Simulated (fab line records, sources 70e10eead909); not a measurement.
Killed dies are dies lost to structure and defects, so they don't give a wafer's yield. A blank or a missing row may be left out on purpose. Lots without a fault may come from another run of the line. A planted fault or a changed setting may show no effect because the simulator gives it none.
Which tool did it? | flow nand_harc | 24 lots, 72 wafers sampled, at 5 steps of a route of 1302

WHAT THE GAUGES READ, wafer by wafer
NHARC_P_M1_THK_MEAS_24: measures by xrf. Usual: thk_nm 157.6 nm, standard deviation 1.4.
lot  | measured     | on            | thk_nm (nm)       | flag
L074 | day 6 10:10  | film_metro-02 | 158.3 159.0 157.4 |
L075 | day 6 15:46  | film_metro-01 | 157.9 157.6 158.1 |
L076 | day 7 07:24  | film_metro-01 | 159.5 156.3 157.3 |
L077 | day 7 16:59  | film_metro-02 | 155.7 156.7 156.0 |
L078 | day 8 02:12  | film_metro-01 | 157.1 155.8 159.5 |
L079 | day 8 09:08  | film_metro-02 | 160.0 158.8 156.5 |
L080 | day 8 20:49  | film_metro-02 | 158.4 159.7 160.2 |
L081 | day 9 12:56  | film_metro-02 | 158.1 156.9 156.7 |
L082 | day 9 13:14  | film_metro-02 | 158.3 157.6 157.6 |
L083 | day 10 01:37 | film_metro-02 | 158.4 155.9 155.9 |
L084 | day 10 07:48 | film_metro-01 | 158.0 156.0 158.5 |
L085 | day 11 01:59 | film_metro-02 | 155.6 159.5 158.9 |
L086 | day 11 02:55 | film_metro-02 | 159.8 159.3 157.6 |
L087 | day 11 21:05 | film_metro-01 | 155.9 158.1 157.5 |
L089 | day 12 11:31 | film_metro-01 | 153.8 155.1 155.7 |
L088 | day 12 12:04 | film_metro-01 | 155.7 157.8 154.6 |
L090 | day 13 03:43 | film_metro-02 | 154.4 156.5 155.6 |
L091 | day 13 08:56 | film_metro-01 | 160.0 160.8 154.0 |
L092 | day 13 15:53 | film_metro-02 | 158.2 157.8 157.1 |
L093 | day 14 10:35 | film_metro-02 | 156.2 156.3 156.0 |
L094 | day 14 15:19 | film_metro-02 | 158.6 157.5 157.5 |
L095 | day 14 23:25 | film_metro-02 | 157.7 157.5 158.9 |
L096 | day 15 13:07 | film_metro-01 | 159.6 156.1 156.9 |
L097 | day 16 07:01 | film_metro-02 | 158.0 159.0 157.3 |

NHARC_P_M2_CD_MEAS_16. Usual: cd_nm 169.6 nm, standard deviation 0.54.
lot  | measured     | on        | cd_nm (nm)        | flag
L074 | day 6 12:12  | cd_sem-02 | 169.5 169.5 169.3 |
L075 | day 6 17:49  | cd_sem-01 | 169.1 169.1 168.6 |
L076 | day 7 09:19  | cd_sem-03 | 169.3 169.0 169.4 |
L077 | day 7 19:02  | cd_sem-02 | 169.7 170.0 169.4 |
L078 | day 8 04:13  | cd_sem-01 | 169.6 169.1 169.0 |
L079 | day 8 11:10  | cd_sem-02 | 169.8 169.7 169.4 |
L080 | day 8 22:45  | cd_sem-02 | 169.6 170.0 170.2 |
L081 | day 9 14:58  | cd_sem-03 | 170.0 169.2 169.8 |
L082 | day 9 15:16  | cd_sem-03 | 169.9 170.3 169.4 |
L083 | day 10 03:40 | cd_sem-01 | 169.7 170.0 170.0 |
L084 | day 10 09:43 | cd_sem-01 | 168.8 170.0 170.5 |
L085 | day 11 04:10 | cd_sem-02 | 169.6 170.0 170.3 |
L086 | day 11 04:50 | cd_sem-03 | 168.8 169.6 168.5 |
L087 | day 11 23:08 | cd_sem-03 | 169.5 170.6 169.8 |
L089 | day 12 13:39 | cd_sem-03 | 170.4 170.6 168.7 |
L088 | day 12 13:59 | cd_sem-01 | 169.3 169.0 169.4 |
L090 | day 13 05:44 | cd_sem-03 | 170.0 169.3 170.0 |
L091 | day 13 11:00 | cd_sem-03 | 170.6 170.2 171.6 |
L092 | day 13 17:48 | cd_sem-03 | 169.6 169.9 169.5 |
L093 | day 14 13:04 | cd_sem-02 | 169.8 169.7 169.2 |
L094 | day 14 17:23 | cd_sem-03 | 168.7 169.3 169.4 |
L095 | day 15 01:28 | cd_sem-02 | 169.9 169.4 169.7 |
L096 | day 15 15:01 | cd_sem-03 | 169.6 170.2 169.5 |
L097 | day 16 09:04 | cd_sem-02 | 169.3 169.9 170.2 |

WHICH TOOL RAN EACH LOT (tool, then ch and the chambers of the sampled wafers, then the start)
lot  | NHARC_P_M1_ETCH_28                            | NHARC_P_M1_ANNEAL_31             | NHARC_P_M1_CMP_23
L074 | rie_diel-08 ch 1,3, day 6 09:33 or earlier    | rtp_anneal-02 ch 0, day 6 09:33  | cmp-01 ch 1,2, day 6 09:50
L075 | rie_diel-12 ch 0,2, day 6 15:06 or earlier    | rtp_anneal-01 ch 0, day 6 15:06  | cmp-04 ch 0,1,2, day 6 15:27
L076 | rie_diel-12 ch 0,1,2, day 7 06:44 or earlier  | rtp_anneal-02 ch 0, day 7 06:44  | cmp-03 ch 0,1,2, day 7 07:05
L077 | rie_diel-08 ch 1,2, day 7 16:26 or earlier    | rtp_anneal-02 ch 0, day 7 16:26  | cmp-03 ch 0,1,2, day 7 16:42
L078 | rie_diel-12 ch 1,2,3, day 8 01:32 or earlier  | rtp_anneal-02 ch 0, day 8 01:32  | cmp-04 ch 0,2, day 8 01:53
L079 | rie_diel-08 ch 0,2,3, day 8 08:28 or earlier  | rtp_anneal-01 ch 0, day 8 08:28  | cmp-01 ch 1,2,3, day 8 08:49
L080 | rie_diel-12 ch 0,2,3, day 8 20:19 or earlier  | rtp_anneal-02 ch 0, day 8 20:19  | cmp-03 ch 0,1,2, day 8 20:34
L081 | rie_diel-10 ch 0,1,3, day 9 12:19 or earlier  | rtp_anneal-02 ch 0, day 9 12:19  | cmp-04 ch 0,1,3, day 9 12:42
L082 | rie_diel-08 ch 1,2,3, day 9 12:35 or earlier  | rtp_anneal-02 ch 0, day 9 12:35  | cmp-01 ch 0,1,3, day 9 12:57
L083 | rie_diel-08 ch 0,1,3, day 10 01:01 or earlier | rtp_anneal-02 ch 0, day 10 01:01 | cmp-04 ch 0,1,3, day 10 01:19
L084 | rie_diel-12 ch 0,2, day 10 07:09 or earlier   | rtp_anneal-02 ch 0, day 10 07:09 | cmp-01 ch 2,3, day 10 07:31
L085 | rie_diel-08 ch 0,2,3, day 11 01:23 or earlier | rtp_anneal-02 ch 0, day 11 01:23 | cmp-04 ch 0,3, day 11 01:41
L086 | rie_diel-08 ch 0,3, day 11 02:22 or earlier   | rtp_anneal-02 ch 0, day 11 02:22 | cmp-01 ch 1,2,3, day 11 02:38
L087 | rie_diel-10 ch 1,3, day 11 20:28 or earlier   | rtp_anneal-01 ch 0, day 11 20:28 | cmp-01 ch 2,3, day 11 20:46
L089 | rie_diel-08 ch 0,1,2, day 12 10:50 or earlier | rtp_anneal-01 ch 0, day 12 10:50 | cmp-04 ch 0,1,3, day 12 11:11
L088 | rie_diel-08 ch 0,2,3, day 12 11:24 or earlier | rtp_anneal-02 ch 0, day 12 11:24 | cmp-04 ch 0,3, day 12 11:45
L090 | rie_diel-12 ch 1,2,3, day 13 03:04 or earlier | rtp_anneal-01 ch 0, day 13 03:04 | cmp-04 ch 0,1,2, day 13 03:29
L091 | rie_diel-12 ch 0,1, day 13 08:23 or earlier   | rtp_anneal-02 ch 0, day 13 08:23 | cmp-03 ch 0,1,3, day 13 08:37
L092 | rie_diel-08 ch 0,1, day 13 15:13 or earlier   | rtp_anneal-01 ch 0, day 13 15:13 | cmp-03 ch 0,3, day 13 15:34
L093 | rie_diel-10 ch 1,2, day 14 10:02 or earlier   | rtp_anneal-01 ch 0, day 14 10:02 | cmp-03 ch 0,1,3, day 14 10:20
L094 | rie_diel-12 ch 1,2,3, day 14 14:49 or earlier | rtp_anneal-01 ch 0, day 14 14:49 | cmp-04 ch 2,3, day 14 15:00
L095 | rie_diel-08 ch 0,3, day 14 22:46 or earlier   | rtp_anneal-02 ch 0, day 14 22:46 | cmp-01 ch 0,1,2, day 14 23:09
L096 | rie_diel-10 ch 0,1,2, day 15 12:27 or earlier | rtp_anneal-01 ch 0, day 15 12:27 | cmp-01 ch 0,2,3, day 15 12:48
L097 | rie_diel-08 ch 2,3, day 16 06:25 or earlier   | rtp_anneal-01 ch 0, day 16 06:25 | cmp-04 ch 0,1,3, day 16 06:44
- NHARC_P_M1_ETCH_28: etches the open film in CF4/N2, target depth 30 nm, time 72.99 s.
- NHARC_P_M1_ANNEAL_31: time 90 s.
- NHARC_P_M1_CMP_23: polishes, t overpolish 20 s, target thk 157.82 nm.

WHAT THE TOOLS THEMSELVES READ (means of the sampled wafers that have a number; where no wafer has one, the mark that the record gives instead)
NHARC_P_M1_ETCH_28. Usual: drypump_motor_current_A 5.9 A, standard deviation 0.52; oes_product_au 1.000 a.u., standard deviation 0.0081; rf_vpp_V 313.4 V, standard deviation 2; showerhead_plenum_p_Torr 2.59 Torr, standard deviation 0.1; throttle_valve_pct 19.795 %, standard deviation 0.0081.
lot  | tool        | drypump_motor_current_A (A) | oes_product_au (a.u.) | rf_vpp_V (V) | showerhead_plenum_p_Torr (Torr) | throttle_valve_pct (%) | flag
L074 | rie_diel-08 | 6.2                         | 1.003                 | 316.1        | 2.75                            | 19.788                 |
L075 | rie_diel-12 | 5.5                         | 0.998                 | 313.7        | 2.54                            | 19.793                 |
L076 | rie_diel-12 | 5.9                         | 1.001                 | 313.1        | 2.57                            | 19.796                 |
L077 | rie_diel-08 | 6.2                         | 1.011                 | 313.8        | 2.60                            | 19.796                 |
L078 | rie_diel-12 | 5.6                         | 1.004                 | 311.8        | 2.53                            | 19.794                 |
L079 | rie_diel-08 | 5.9                         | 1.006                 | 313.7        | 2.62                            | 19.795                 |
L080 | rie_diel-12 | 5.4                         | 1.005                 | 311.5        | 2.51                            | 19.794                 |
L081 | rie_diel-10 | 5.6                         | 1.004                 | 314.0        | 2.59                            | 19.799                 |
L082 | rie_diel-08 | 6.2                         | 0.994                 | 315.6        | 2.68                            | 19.790                 |
L083 | rie_diel-08 | 6.2                         | 0.990                 | 314.2        | 2.64                            | 19.796                 |
L084 | rie_diel-12 | 5.4                         | 1.007                 | 312.3        | 2.54                            | 19.794                 |
L085 | rie_diel-08 | 5.9                         | 0.994                 | 314.1        | 2.62                            | 19.794                 |
L086 | rie_diel-08 | 5.9                         | 0.993                 | 315.4        | 2.69                            | 19.796                 |
L087 | rie_diel-10 | 5.5                         | 1.010                 | 312.2        | 2.55                            | 19.803                 |
L089 | rie_diel-08 | 6.2                         | 0.993                 | 313.3        | 2.57                            | 19.802                 |
L088 | rie_diel-08 | 5.9                         | 0.990                 | 314.0        | 2.62                            | 19.799                 |
L090 | rie_diel-12 | 5.6                         | 0.994                 | 312.1        | 2.53                            | 19.791                 |
L091 | rie_diel-12 | 6.2                         | 1.010                 | 312.8        | 2.58                            | 19.796                 |
L092 | rie_diel-08 | 6.1                         | 0.991                 | 312.2        | 2.53                            | 19.795                 |
L093 | rie_diel-10 | 5.4                         | 1.002                 | 312.7        | 2.53                            | 19.797                 |
L094 | rie_diel-12 | 5.6                         | 0.997                 | 312.2        | 2.53                            | 19.798                 |
L095 | rie_diel-08 | 5.8                         | 0.994                 | 313.4        | 2.58                            | 19.786                 |
L096 | rie_diel-10 | 5.8                         | 1.005                 | 313.4        | 2.56                            | 19.790                 |
L097 | rie_diel-08 | 5.9                         | 0.998                 | 315.5        | 2.73                            | 19.790                 |

NHARC_P_M1_ANNEAL_31. Usual: wafer_temp_C_max 226.31, standard deviation 0.3.
lot  | tool          | wafer_temp_C_max | flag
L074 | rtp_anneal-02 | 226.56           |
L075 | rtp_anneal-01 | 226.14           |
L076 | rtp_anneal-02 | 226.32           |
L077 | rtp_anneal-02 | 226.13           |
L078 | rtp_anneal-02 | 225.95           |
L079 | rtp_anneal-01 | 225.93           |
L080 | rtp_anneal-02 | 226.14           |
L081 | rtp_anneal-02 | 226.49           |
L082 | rtp_anneal-02 | 226.27           |
L083 | rtp_anneal-02 | 226.33           |
L084 | rtp_anneal-02 | 226.41           |
L085 | rtp_anneal-02 | 226.32           |
L086 | rtp_anneal-02 | 226.36           |
L087 | rtp_anneal-01 | 226.44           |
L089 | rtp_anneal-01 | 226.06           |
L088 | rtp_anneal-02 | 226.42           |
L090 | rtp_anneal-01 | 226.07           |
L091 | rtp_anneal-02 | 226.78           |
L092 | rtp_anneal-01 | 226.50           |
L093 | rtp_anneal-01 | 226.38           |
L094 | rtp_anneal-01 | 226.16           |
L095 | rtp_anneal-02 | 226.34           |
L096 | rtp_anneal-01 | 226.35           |
L097 | rtp_anneal-01 | 226.05           |

NHARC_P_M1_CMP_23. Usual: motor_current_A 12.1 A, standard deviation 0.99; time_to_endpoint_s 28.0 s, standard deviation 2.3.
lot  | tool   | motor_current_A (A) | time_to_endpoint_s (s) | flag
L074 | cmp-01 | 13.3                | 30.6                   |
L075 | cmp-04 | 12.3                | 27.6                   |
L076 | cmp-03 | 10.4                | 29.3                   |
L077 | cmp-03 | 10.7                | 28.5                   |
L078 | cmp-04 | 12.1                | 25.8                   |
L079 | cmp-01 | 13.1                | 28.6                   |
L080 | cmp-03 | 10.5                | 28.3                   |
L081 | cmp-04 | 12.5                | 25.6                   |
L082 | cmp-01 | 13.0                | 29.7                   |
L083 | cmp-04 | 12.0                | 29.9                   |
L084 | cmp-01 | 13.0                | 27.1                   |
L085 | cmp-04 | 12.1                | 28.0                   |
L086 | cmp-01 | 12.9                | 29.9                   |
L087 | cmp-01 | 12.5                | 27.7                   |
L089 | cmp-04 | 12.4                | 24.7                   |
L088 | cmp-04 | 12.0                | 29.7                   |
L090 | cmp-04 | 11.9                | 24.1                   |
L091 | cmp-03 | 10.9                | 28.2                   |
L092 | cmp-03 | 11.4                | 25.8                   |
L093 | cmp-03 | 10.8                | 25.9                   |
L094 | cmp-04 | 12.0                | 29.9                   |
L095 | cmp-01 | 13.1                | 28.1                   |
L096 | cmp-01 | 13.1                | 29.5                   |
L097 | cmp-04 | 12.3                | 28.6                   |

THE ANSWER, worked out from the rows above alone
Rule: a lot is off if the mean of its wafers that have a number lies more than 3 standard deviations from the usual mean. A lot without any number at a reading at which 4 lots or more have one is off too. The other lots that the step has rows for count as sound. The gauges are gone through in route order, then the tools' own readings, and for those a lot's mean is taken as printed above. The first step at which some lot is off is used, and at that step the reading that is off furthest; a lot without a number counts as furthest.
No lot is off at any reading shown: from this, nothing can be told.

WHAT THE SIMULATOR HAD PUT IN
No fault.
